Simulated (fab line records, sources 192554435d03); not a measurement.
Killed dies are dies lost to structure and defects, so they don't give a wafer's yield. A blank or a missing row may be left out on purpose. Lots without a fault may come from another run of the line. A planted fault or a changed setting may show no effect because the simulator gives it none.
Which tool did it? | flow n5_finfet | 24 lots, 72 wafers sampled, at 2 steps of a route of 1938

WHAT THE GAUGES READ, wafer by wafer
N5_BEOL_M0_SAQP_OVL_MEAS_41. Usual: M0_CUT1_OVL 0.1 nm, standard deviation 0.57.
lot  | measured     | on         | M0_CUT1_OVL (nm) | flag
L075 | day 6 02:17  | overlay-02 | -0.3 -0.7 -0.3   |
L074 | day 6 07:53  | overlay-02 | 0.8 0.3 0.7      |
L076 | day 6 08:10  | overlay-01 | 1.1 0.3 0.2      |
L077 | day 6 18:17  | overlay-02 | 0.2 -0.3 -0.5    |
L078 | day 6 21:49  | overlay-01 | -0.7 -0.2 -0.6   |
L079 | day 7 02:04  | overlay-01 | 0.1 -0.3 0.3     |
L080 | day 7 06:26  | overlay-02 | -0.7 0.3 -0.7    |
L081 | day 7 09:02  | overlay-01 | 0.0 -0.6 -0.2    |
L082 | day 7 18:45  | overlay-02 | -0.6 0.1 0.7     |
L083 | day 8 06:41  | overlay-01 | 1.6 0.4 1.0      |
L084 | day 8 13:50  | overlay-01 | 1.1 1.6 0.3      |
L085 | day 8 23:50  | overlay-01 | 0.9 -0.4 1.0     |
L086 | day 9 05:36  | overlay-02 | 0.1 -0.1 -0.5    |
L087 | day 9 10:02  | overlay-01 | -0.5 -0.7 0.7    |
L088 | day 9 10:26  | overlay-02 | 0.2 -0.4 0.2     |
L089 | day 9 15:16  | overlay-02 | 0.0 0.2 -0.2     |
L090 | day 9 23:55  | overlay-01 | 0.6 0.7 -0.4     |
L091 | day 10 00:23 | overlay-02 | -1.6 -0.3 -0.4   |
L093 | day 11 13:05 | overlay-02 | 0.5 -0.3 0.3     |
L092 | day 11 13:38 | overlay-01 | 1.0 -0.4 0.3     |
L094 | day 11 15:10 | overlay-01 | -0.3 -0.8 -0.9   |
L095 | day 11 15:23 | overlay-01 | -0.2 0.9 0.8     |
L097 | day 11 15:46 | overlay-02 | 0.8 0.3 0.7      |
L096 | day 11 15:56 | overlay-02 | 0.2 0.6 0.5      |

WHICH TOOL RAN EACH LOT (tool, then ch and the chambers of the sampled wafers, then the start)
lot  | N5_BEOL_M0_SAQP_MANDREL2_REMOVE_110
L075 | rie_si-03 ch 0,1,2, day 6 01:42
L074 | rie_si-03 ch 0,1,2, day 6 07:17
L076 | rie_si-02 ch 0,2,3, day 6 07:43
L077 | rie_si-03 ch 0,2,3, day 6 17:43
L078 | rie_si-02 ch 1,2, day 6 21:14
L079 | rie_si-04 ch 0,1, day 7 01:34
L080 | rie_si-02 ch 0,3, day 7 05:59
L081 | rie_si-04 ch 0,1, day 7 08:35
L082 | rie_si-04 ch 0,1,2, day 7 18:11
L083 | rie_si-02 ch 1,3, day 8 06:07
L084 | rie_si-03 ch 2,3, day 8 13:23
L085 | rie_si-02 ch 1,2, day 8 23:16
L086 | rie_si-04 ch 1,2, day 9 05:01
L087 | rie_si-03 ch 0,1,3, day 9 09:28
L088 | rie_si-02 ch 0,1,3, day 9 09:59
L089 | rie_si-03 ch 1,2,3, day 9 14:47
L090 | rie_si-02 ch 1,2,3, day 9 23:28
L091 | rie_si-03 ch 0,2,3, day 9 23:56
L093 | rie_si-03 ch 0,1,2, day 11 12:31
L092 | rie_si-04 ch 1,2,3, day 11 13:02
L094 | rie_si-04 ch 0,1,2, day 11 14:43
L095 | rie_si-04 ch 2,3, day 11 14:56
L097 | rie_si-03 ch 0,3, day 11 15:19
L096 | rie_si-02 ch 0,2, day 11 15:29
- N5_BEOL_M0_SAQP_MANDREL2_REMOVE_110: chemistry HBr/Cl2/O2, target a-Si, stops on SiCN, bt time 10 s.

WHAT THE TOOLS THEMSELVES READ (means of the sampled wafers that have a number; where no wafer has one, the mark that the record gives instead)
N5_BEOL_M0_SAQP_MANDREL2_REMOVE_110. Usual: drypump_motor_current_A 5.9 A, standard deviation 0.3; oes_product_au 0.996 a.u., standard deviation 0.02; throttle_valve_pct 36.8 %, standard deviation 0.33.
lot  | tool      | drypump_motor_current_A (A) | oes_product_au (a.u.) | throttle_valve_pct (%) | flag
L075 | rie_si-03 | 5.7                         | 1.011                 | 36.6                   |
L074 | rie_si-03 | 5.7                         | 1.008                 | 36.6                   |
L076 | rie_si-02 | 6.2                         | 0.985                 | 36.7                   |
L077 | rie_si-03 | 5.9                         | 1.007                 | 36.6                   |
L078 | rie_si-02 | 6.0                         | 0.986                 | 36.7                   |
L079 | rie_si-04 | 6.3                         | 1.018                 | 37.1                   |
L080 | rie_si-02 | 6.4                         | 0.977                 | 36.6                   |
L081 | rie_si-04 | 6.3                         | 1.012                 | 37.1                   |
L082 | rie_si-04 | 6.0                         | 1.006                 | 37.1                   |
L083 | rie_si-02 | 6.2                         | 0.955                 | 36.5                   |
L084 | rie_si-03 | 5.8                         | 1.003                 | 36.7                   |
L085 | rie_si-02 | 5.9                         | 0.988                 | 36.8                   |
L086 | rie_si-04 | 5.7                         | 0.999                 | 37.1                   |
L087 | rie_si-03 | 5.7                         | 1.004                 | 36.8                   |
L088 | rie_si-02 | 6.2                         | 0.972                 | 36.6                   |
L089 | rie_si-03 | 5.7                         | 1.004                 | 36.9                   |
L090 | rie_si-02 | 6.1                         | 0.977                 | 36.7                   |
L091 | rie_si-03 | 5.8                         | 1.008                 | 36.6                   |
L093 | rie_si-03 | 5.7                         | 1.009                 | 36.6                   |
L092 | rie_si-04 | 5.8                         | 0.996                 | 36.9                   |
L094 | rie_si-04 | 5.9                         | 0.994                 | 36.9                   |
L095 | rie_si-04 | 5.6                         | 0.991                 | 37.1                   |
L097 | rie_si-03 | 5.9                         | 1.004                 | 36.4                   |
L096 | rie_si-02 | 6.1                         | 0.996                 | 36.8                   |

THE ANSWER, worked out from the rows above alone
Rule: a lot is off if the mean of its wafers that have a number lies more than 3 standard deviations from the usual mean. A lot without any number at a reading at which 4 lots or more have one is off too. The other lots that the step has rows for count as sound. The gauges are gone through in route order, then the tools' own readings, and for those a lot's mean is taken as printed above. The first step at which some lot is off is used, and at that step the reading that is off furthest; a lot without a number counts as furthest.
No lot is off at any reading shown: from this, nothing can be told.

WHAT THE SIMULATOR HAD PUT IN
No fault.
